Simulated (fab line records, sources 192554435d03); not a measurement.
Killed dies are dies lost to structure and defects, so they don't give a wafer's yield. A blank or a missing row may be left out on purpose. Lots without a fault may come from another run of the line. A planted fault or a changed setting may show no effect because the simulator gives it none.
Which tool did it? | flow n5_finfet | 11 lots, 33 wafers sampled, at 3 steps of a route of 1938

WHAT THE GAUGES READ, wafer by wafer
N5_MOL_CONTACT_COAG_OVL_MEAS_09.
lot  | measured     | on         | CA_OVL (nm)
L076 | day 5 03:41  | overlay-02 | -0.5 0.1 0.6
L074 | day 5 15:44  | overlay-01 | -1.1 -0.3 -1.0
L079 | day 5 21:45  | overlay-01 | -0.9 -1.9 -1.0
L081 | day 6 11:26  | overlay-02 | -0.4 0.9 -0.5
L083 | day 7 03:50  | overlay-01 | -0.1 -0.1 -0.7
L085 | day 7 14:29  | overlay-01 | -0.3 -1.7 -1.2
L087 | day 8 04:06  | overlay-02 | 0.3 -0.2 -0.2
L089 | day 8 10:53  | overlay-02 | -1.5 -0.9 -1.9
L092 | day 9 03:23  | overlay-01 | -0.3 0.6 -0.9
L094 | day 9 16:04  | overlay-01 | 0.1 0.3 -0.4
L096 | day 10 03:15 | overlay-01 | 1.2 -1.1 -0.4

WHICH TOOL RAN EACH LOT (tool, then ch and the chambers of the sampled wafers, then the start)
lot  | N5_GATE_CUT_ETCH_28               | N5_GATE_CUT_STRIP_41
L076 | rie_diel-04 ch 1,2,3, day 4 23:45 | rie_diel-04 ch 1,2,3, day 4 23:56
L074 | rie_diel-02 ch 1,3, day 5 10:18   | rie_diel-02 ch 1,3, day 5 10:29
L079 | rie_diel-02 ch 0,1, day 5 17:57   | rie_diel-02 ch 0,1, day 5 18:08
L081 | rie_diel-01 ch 1,2,3, day 6 07:35 | rie_diel-01 ch 1,2,3, day 6 07:47
L083 | rie_diel-04 ch 1,2, day 7 00:11   | rie_diel-04 ch 1,2, day 7 00:23
L085 | rie_diel-04 ch 2,3, day 7 10:42   | rie_diel-04 ch 2,3, day 7 10:53
L087 | rie_diel-04 ch 1,2,3, day 7 23:52 | rie_diel-04 ch 1,2,3, day 8 00:03
L089 | rie_diel-04 ch 1,2, day 8 07:05   | rie_diel-04 ch 1,2, day 8 07:17
L092 | rie_diel-04 ch 2,3, day 8 23:43   | rie_diel-04 ch 2,3, day 8 23:55
L094 | rie_diel-04 ch 0,2, day 9 12:14   | rie_diel-04 ch 0,2, day 9 12:25
L096 | rie_diel-04 ch 1,3, day 9 23:20   | rie_diel-04 ch 1,3, day 9 23:32
- N5_GATE_CUT_ETCH_28: etches underlayer in N2/H2, target depth 13 nm, time 10.4 s.
- N5_GATE_CUT_STRIP_41: strips in CF4.

THE ANSWER, worked out from the rows above alone
Rule: what is usual is taken from the lots themselves. Put in order of their means at a reading, lots are off if they are a third of the lots or fewer, leave a main group of 4 or more, and stand apart from it by a gap of 3 or more times the standard deviation of the main group's means; of several such gaps the widest counts. A main group whose means are all the same, to the digits that the tables above print for the reading, isn't used. A lot without any number at a reading at which 4 lots or more have one is off too. The other lots that the step has rows for count as sound.
No lot is off at any reading shown: from this, nothing can be told.

WHAT THE SIMULATOR HAD PUT IN
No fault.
